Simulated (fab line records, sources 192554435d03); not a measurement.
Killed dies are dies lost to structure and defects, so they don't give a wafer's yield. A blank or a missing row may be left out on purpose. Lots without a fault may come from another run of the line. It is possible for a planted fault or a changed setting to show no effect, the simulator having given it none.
Which tool was responsible? / flow n5-finfet / 24 lots, 72 wafers sampled, at 4 steps of a route of 1938

== WHAT THE GAUGES SHOWED, per wafer ==
N5_BEOL_M7_OCD_MEAS_38.
lot=L074; measured=day 8 20:47; on=ocd-02; trench-depth-nm (nm)=94.6 94.9 94.8
lot=L075; measured=day 9 03:15; on=ocd-01; trench-depth-nm (nm)=91.9 91.5 89.9
lot=L076; measured=day 9 05:15; on=ocd-02; trench-depth-nm (nm)=91.3 94.9 88.7
lot=L077; measured=day 9 14:21; on=ocd-01; trench-depth-nm (nm)=93.9 92.2 94.0
lot=L078; measured=day 9 14:46; on=ocd-02; trench-depth-nm (nm)=92.8 89.1 95.1
lot=L079; measured=day 10 04:45; on=ocd-02; trench-depth-nm (nm)=93.2 87.5 91.7
lot=L080; measured=day 10 10:53; on=ocd-02; trench-depth-nm (nm)=89.2 95.8 89.1
lot=L081; measured=day 10 16:29; on=ocd-01; trench-depth-nm (nm)=93.3 96.0 94.5
lot=L082; measured=day 11 03:16; on=ocd-02; trench-depth-nm (nm)=91.5 95.5 92.6
lot=L083; measured=day 11 09:34; on=ocd-02; trench-depth-nm (nm)=93.7 93.8 94.3
lot=L084; measured=day 11 12:26; on=ocd-01; trench-depth-nm (nm)=88.2 95.1 93.9
lot=L085; measured=day 11 12:50; on=ocd-01; trench-depth-nm (nm)=95.3 88.5 88.0
lot=L086; measured=day 12 08:56; on=ocd-02; trench-depth-nm (nm)=92.1 90.1 95.8
lot=L087; measured=day 12 09:43; on=ocd-01; trench-depth-nm (nm)=96.4 92.0 94.7
lot=L088; measured=day 12 09:55; on=ocd-02; trench-depth-nm (nm)=93.6 91.4 93.2
lot=L089; measured=day 12 11:50; on=ocd-02; trench-depth-nm (nm)=89.4 92.0 88.4
lot=L090; measured=day 12 22:34; on=ocd-02; trench-depth-nm (nm)=94.4 95.7 92.6
lot=L091; measured=day 13 06:05; on=ocd-01; trench-depth-nm (nm)=95.7 91.6 95.9
lot=L092; measured=day 13 08:40; on=ocd-02; trench-depth-nm (nm)=93.3 91.4 93.0
lot=L093; measured=day 14 06:05; on=ocd-01; trench-depth-nm (nm)=92.2 93.4 90.9
lot=L094; measured=day 14 06:19; on=ocd-01; trench-depth-nm (nm)=86.9 98.3 93.1
lot=L095; measured=day 14 07:04; on=ocd-01; trench-depth-nm (nm)=92.7 92.1 92.6
lot=L096; measured=day 14 19:05; on=ocd-02; trench-depth-nm (nm)=86.9 93.4 93.4
lot=L097; measured=day 14 23:52; on=ocd-02; trench-depth-nm (nm)=93.7 99.6 99.9

N5_BEOL_M8_CD_MEAS_11: target cd 38.5 nm.
lot=L074; measured=day 9 02:00; on=cd-sem-01; cd-nm (nm)=37.8 38.3 38.9
lot=L075; measured=day 9 09:27; on=cd-sem-03; cd-nm (nm)=38.6 38.6 39.4
lot=L076; measured=day 9 12:20; on=cd-sem-03; cd-nm (nm)=38.0 38.2 38.1
lot=L077; measured=day 9 19:46; on=cd-sem-01; cd-nm (nm)=39.8 39.4 39.1
lot=L078; measured=day 9 19:58; on=cd-sem-03; cd-nm (nm)=37.3 36.6 38.7
lot=L079; measured=day 10 10:28; on=cd-sem-03; cd-nm (nm)=38.7 38.7 38.3
lot=L080; measured=day 10 17:19; on=cd-sem-02; cd-nm (nm)=38.0 38.8 38.6
lot=L081; measured=day 10 21:16; on=cd-sem-03; cd-nm (nm)=39.4 39.4 39.4
lot=L082; measured=day 11 09:48; on=cd-sem-03; cd-nm (nm)=38.0 38.5 38.5
lot=L083; measured=day 11 12:49; on=cd-sem-03; cd-nm (nm)=39.4 36.8 37.4
lot=L084; measured=day 11 19:03; on=cd-sem-03; cd-nm (nm)=39.5 39.6 40.3
lot=L085; measured=day 11 20:21; on=cd-sem-02; cd-nm (nm)=38.5 39.4 39.1
lot=L086; measured=day 12 12:55; on=cd-sem-02; cd-nm (nm)=38.7 39.0 38.9
lot=L087; measured=day 12 15:57; on=cd-sem-03; cd-nm (nm)=39.2 38.3 39.5
lot=L088; measured=day 12 16:07; on=cd-sem-02; cd-nm (nm)=36.9 37.7 38.5
lot=L089; measured=day 12 17:34; on=cd-sem-02; cd-nm (nm)=37.9 38.0 37.8
lot=L090; measured=day 13 02:52; on=cd-sem-02; cd-nm (nm)=38.1 38.9 38.8
lot=L091; measured=day 13 10:30; on=cd-sem-01; cd-nm (nm)=37.6 37.4 37.8
lot=L092; measured=day 13 13:20; on=cd-sem-01; cd-nm (nm)=39.8 38.6 38.5
lot=L093; measured=day 14 11:13; on=cd-sem-01; cd-nm (nm)=39.5 39.7 39.0
lot=L094; measured=day 14 11:04; on=cd-sem-01; cd-nm (nm)=37.4 37.3 38.5
lot=L095; measured=day 14 12:39; on=cd-sem-03; cd-nm (nm)=37.6 37.6 38.2
lot=L096; measured=day 15 01:53; on=cd-sem-01; cd-nm (nm)=37.8 37.9 36.9
lot=L097; measured=day 15 05:40; on=cd-sem-01; cd-nm (nm)=37.6 36.0 37.3

N5_BEOL_M8_OVL_MEAS_12.
lot=L074; measured=day 9 02:02; on=overlay-01; M8_OVL (nm)=0.9 0.6 0.4
lot=L075; measured=day 9 09:29; on=overlay-02; M8_OVL (nm)=1.3 0.0 0.1
lot=L076; measured=day 9 12:22; on=overlay-01; M8_OVL (nm)=-0.7 -0.1 -0.5
lot=L077; measured=day 9 19:48; on=overlay-01; M8_OVL (nm)=-0.5 0.4 0.1
lot=L078; measured=day 9 20:00; on=overlay-01; M8_OVL (nm)=-0.3 0.4 -0.3
lot=L079; measured=day 10 10:30; on=overlay-02; M8_OVL (nm)=-0.9 -0.7 -0.6
lot=L080; measured=day 10 17:21; on=overlay-01; M8_OVL (nm)=-0.6 -2.1 -1.9
lot=L081; measured=day 10 21:18; on=overlay-02; M8_OVL (nm)=-0.6 -0.7 -0.1
lot=L082; measured=day 11 09:50; on=overlay-02; M8_OVL (nm)=0.1 1.1 0.3
lot=L083; measured=day 11 12:50; on=overlay-01; M8_OVL (nm)=1.5 1.1 -1.1
lot=L084; measured=day 11 19:05; on=overlay-01; M8_OVL (nm)=-1.2 -1.1 -0.2
lot=L085; measured=day 11 20:23; on=overlay-02; M8_OVL (nm)=-1.1 -0.8 -0.1
lot=L086; measured=day 12 12:57; on=overlay-02; M8_OVL (nm)=-0.5 -0.1 -1.3
lot=L087; measured=day 12 15:59; on=overlay-01; M8_OVL (nm)=1.0 0.7 2.3
lot=L088; measured=day 12 16:09; on=overlay-02; M8_OVL (nm)=-0.2 -0.3 0.2
lot=L089; measured=day 12 17:36; on=overlay-01; M8_OVL (nm)=0.9 -0.7 -0.4
lot=L090; measured=day 13 02:54; on=overlay-01; M8_OVL (nm)=2.0 1.4 1.7
lot=L091; measured=day 13 10:32; on=overlay-02; M8_OVL (nm)=-0.4 -1.6 -0.6
lot=L092; measured=day 13 13:22; on=overlay-01; M8_OVL (nm)=0.2 -0.6 0.9
lot=L093; measured=day 14 11:15; on=overlay-02; M8_OVL (nm)=0.2 -1.1 0.5
lot=L094; measured=day 14 11:05; on=overlay-01; M8_OVL (nm)=-0.8 -0.8 -0.5
lot=L095; measured=day 14 12:41; on=overlay-02; M8_OVL (nm)=0.1 -1.2 -0.3
lot=L096; measured=day 15 01:54; on=overlay-02; M8_OVL (nm)=1.0 -0.3 0.4
lot=L097; measured=day 15 05:43; on=overlay-02; M8_OVL (nm)=-0.7 -0.4 -0.1

== WHAT TOOL EACH LOT RAN ON (gives the tool, then ch and the chambers of the sampled wafers, and finally the start) ==
lot=L074; N5_BEOL_M7_DEP_56=pecvd-03 ch 0,2, day 8 23:08
lot=L075; N5_BEOL_M7_DEP_56=pecvd-02 ch 0,1,2, day 9 06:38
lot=L076; N5_BEOL_M7_DEP_56=pecvd-02 ch 0,1,2, day 9 09:20
lot=L077; N5_BEOL_M7_DEP_56=pecvd-04 ch 0,1, day 9 17:12
lot=L078; N5_BEOL_M7_DEP_56=pecvd-02 ch 0,1,2, day 9 18:14
lot=L079; N5_BEOL_M7_DEP_56=pecvd-04 ch 0,1,2, day 10 08:26
lot=L080; N5_BEOL_M7_DEP_56=pecvd-03 ch 0,2, day 10 13:50
lot=L081; N5_BEOL_M7_DEP_56=pecvd-04 ch 0,1,2, day 10 19:21
lot=L082; N5_BEOL_M7_DEP_56=pecvd-03 ch 1,2, day 11 07:20
lot=L083; N5_BEOL_M7_DEP_56=pecvd-03 ch 0,1, day 11 11:31
lot=L084; N5_BEOL_M7_DEP_56=pecvd-03 ch 0,1,2, day 11 14:43
lot=L085; N5_BEOL_M7_DEP_56=pecvd-04 ch 0,2, day 11 18:22
lot=L086; N5_BEOL_M7_DEP_56=pecvd-03 ch 0,1, day 12 11:14
lot=L087; N5_BEOL_M7_DEP_56=pecvd-03 ch 0,1,2, day 12 12:37
lot=L088; N5_BEOL_M7_DEP_56=pecvd-04 ch 0,2, day 12 12:53
lot=L089; N5_BEOL_M7_DEP_56=pecvd-03 ch 0,1,2, day 12 15:44
lot=L090; N5_BEOL_M7_DEP_56=pecvd-03 ch 1,2, day 13 01:13
lot=L091; N5_BEOL_M7_DEP_56=pecvd-03 ch 0,1, day 13 08:36
lot=L092; N5_BEOL_M7_DEP_56=pecvd-03 ch 0,1,2, day 13 11:01
lot=L093; N5_BEOL_M7_DEP_56=pecvd-03 ch 0,1,2, day 14 09:22
lot=L094; N5_BEOL_M7_DEP_56=pecvd-02 ch 0,1, day 14 09:38
lot=L095; N5_BEOL_M7_DEP_56=pecvd-03 ch 0,1, day 14 10:10
lot=L096; N5_BEOL_M7_DEP_56=pecvd-03 ch 0,2, day 14 23:44
lot=L097; N5_BEOL_M7_DEP_56=pecvd-02 ch 0,1,2, day 15 02:34
- N5_BEOL_M7_DEP_56: deposits SiCN from 3MS/NH3, target thk 10 nm, time 17.5 s.

== AS READ BY THE TOOLS THEMSELVES (means over the sampled wafers that have a number; for cases with no such wafer, the mark the record gives instead) ==
N5_BEOL_M7_DEP_56.
lot=L074; tool=pecvd-03; showerhead-plenum-p-Torr (Torr)=3.657; throttle-valve-pct (%)=8.8
lot=L075; tool=pecvd-02; showerhead-plenum-p-Torr (Torr)=3.668; throttle-valve-pct (%)=9.1
lot=L076; tool=pecvd-02; showerhead-plenum-p-Torr (Torr)=3.669; throttle-valve-pct (%)=9.4
lot=L077; tool=pecvd-04; showerhead-plenum-p-Torr (Torr)=3.687; throttle-valve-pct (%)=8.8
lot=L078; tool=pecvd-02; showerhead-plenum-p-Torr (Torr)=3.669; throttle-valve-pct (%)=9.3
lot=L079; tool=pecvd-04; showerhead-plenum-p-Torr (Torr)=3.679; throttle-valve-pct (%)=8.6
lot=L080; tool=pecvd-03; showerhead-plenum-p-Torr (Torr)=3.655; throttle-valve-pct (%)=8.7
lot=L081; tool=pecvd-04; showerhead-plenum-p-Torr (Torr)=3.681; throttle-valve-pct (%)=8.8
lot=L082; tool=pecvd-03; showerhead-plenum-p-Torr (Torr)=3.657; throttle-valve-pct (%)=8.9
lot=L083; tool=pecvd-03; showerhead-plenum-p-Torr (Torr)=3.656; throttle-valve-pct (%)=9.0
lot=L084; tool=pecvd-03; showerhead-plenum-p-Torr (Torr)=3.656; throttle-valve-pct (%)=9.0
lot=L085; tool=pecvd-04; showerhead-plenum-p-Torr (Torr)=3.667; throttle-valve-pct (%)=8.1
lot=L086; tool=pecvd-03; showerhead-plenum-p-Torr (Torr)=3.653; throttle-valve-pct (%)=8.9
lot=L087; tool=pecvd-03; showerhead-plenum-p-Torr (Torr)=3.653; throttle-valve-pct (%)=8.8
lot=L088; tool=pecvd-04; showerhead-plenum-p-Torr (Torr)=3.672; throttle-valve-pct (%)=8.3
lot=L089; tool=pecvd-03; showerhead-plenum-p-Torr (Torr)=3.657; throttle-valve-pct (%)=8.9
lot=L090; tool=pecvd-03; showerhead-plenum-p-Torr (Torr)=3.658; throttle-valve-pct (%)=8.9
lot=L091; tool=pecvd-03; showerhead-plenum-p-Torr (Torr)=3.653; throttle-valve-pct (%)=8.8
lot=L092; tool=pecvd-03; showerhead-plenum-p-Torr (Torr)=3.656; throttle-valve-pct (%)=9.0
lot=L093; tool=pecvd-03; showerhead-plenum-p-Torr (Torr)=3.650; throttle-valve-pct (%)=9.0
lot=L094; tool=pecvd-02; showerhead-plenum-p-Torr (Torr)=3.669; throttle-valve-pct (%)=9.5
lot=L095; tool=pecvd-03; showerhead-plenum-p-Torr (Torr)=3.650; throttle-valve-pct (%)=8.9
lot=L096; tool=pecvd-03; showerhead-plenum-p-Torr (Torr)=3.655; throttle-valve-pct (%)=8.9
lot=L097; tool=pecvd-02; showerhead-plenum-p-Torr (Torr)=3.669; throttle-valve-pct (%)=9.3

== THE ANSWER, worked out from the rows above alone ==
Rule: the lots themselves supply what counts as usual. The widest of any qualifying gaps counts: lots, ordered by their means at a reading, are off when they make up no more than a third of the lots, leave a main group of 4 or more, and stand apart from it by 3 or more times the standard deviation of that group's means. Not used: any main group whose means are identical at the precision the tables above print for the reading. A lot without any number at a reading at which 4 lots or more have one is off too. Any other lot the step has rows for is counted as sound. Order of review: gauges by route order, followed by the tools' own readings, for which a lot's mean as printed above is used. The first step at which some lot is off is used, and at that step the reading that is off furthest; a lot without a number counts as furthest.
None of the lots is off at any reading shown; this tells nothing.

== WHAT THE SIMULATOR HAD INSERTED ==
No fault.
